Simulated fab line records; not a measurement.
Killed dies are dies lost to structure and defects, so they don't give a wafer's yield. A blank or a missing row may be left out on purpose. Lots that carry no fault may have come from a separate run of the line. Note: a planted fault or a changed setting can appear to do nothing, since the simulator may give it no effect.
Matching of chambers | flow nandHarc | NHARC_THIN_TSV_ETCH_44 on rieDiel-08 has 4 sister chambers
The step etches the open film in CF4/O2, target depth 1594.2 nm, time 797.1 s. 16 wafers are shown with their chamber, then 8 later ones without.

WAFERS PAIRED WITH THEIR CHAMBERS
wafer  | chamber | showerheadPlenumPTorr (Torr) | rfVppV (V) | oesProductAu (a.u.)
L526.1 | 1       | 1.95                         | 801        | 0.999
L526.3 | 0       | 1.77                         | 790        | 0.995
L526.6 | 1       | 1.95                         | 801        | 0.993
L537.1 | 0       | 1.77                         | 790        | 0.982
L537.3 | 1       | 1.95                         | 802        | 1.007
L537.5 | 3       | 1.71                         | 786        | 0.988
L538.1 | 0       | 1.76                         | 791        | 0.984
L538.2 | 2       | 1.81                         | 793        | 1.001
L538.6 | 1       | 1.95                         | 803        | 1.011
L544.1 | 1       | 1.95                         | 800        | 1.014
L544.4 | 0       | 1.76                         | 791        | 0.994
L544.6 | 0       | 1.76                         | 790        | 0.994
L545.1 | 1       | 1.95                         | 801        | 1.012
L545.2 | 2       | 1.81                         | 793        | 1.004
L545.4 | 3       | 1.71                         | 786        | 1.000
L543.4 | 3       | 1.71                         | 788        | 1.002

SIGNATURES (averages over the wafers above)
reading               | chamber 0 | chamber 1 | chamber 2 | chamber 3 | scatter within a chamber
showerheadPlenumPTorr | 1.7640    | 1.9500    | 1.8100    | 1.7100    | 0.00316
rfVppV                | 790.40    | 801.33    | 793.00    | 786.67    | 0.876
oesProductAu          | 0.98980   | 1.00600   | 1.00250   | 0.99667   | 0.00719
Rule: for a wafer and a chamber, the distance is found by dividing, reading by reading, the gap between the wafer's reading and the chamber's mean by the reading's scatter, squaring, summing and taking the root. If the next closest chamber is less than 2 further off than the closest, the wafer can't be placed; otherwise it belongs to the closest. The scatter: take each reading less its chamber's mean, square it, sum over the shown wafers, divide by the number of wafers less the number of chambers, and take the root.

WAFERS WITH NO CHAMBER GIVEN
wafer  | showerheadPlenumPTorr (Torr) | rfVppV (V) | oesProductAu (a.u.)
L543.5 | 1.81                         | 794        | 1.006
L543.6 | 1.71                         | 786        | 0.998
L546.3 | 1.81                         | 793        | 0.993
L546.5 | 1.76                         | 791        | 1.002
L546.6 | 1.71                         | 787        | 0.998
L547.1 | 1.71                         | 787        | 1.003
L547.2 | 1.76                         | 790        | 0.989
L547.6 | 1.71                         | 787        | 0.999

THE CHAMBER EACH PASSED THROUGH
wafer  | from the rows above | in truth
L543.5 | 2                   | 2
L543.6 | 3                   | 3
L546.3 | 2                   | 2
L546.5 | 0                   | 0
L546.6 | 3                   | 3
L547.1 | 3                   | 3
L547.2 | 0                   | 0
L547.6 | 3                   | 3
Placed correctly: 8 of 8. Can't be placed from these rows: 0. Placed wrongly: 0.
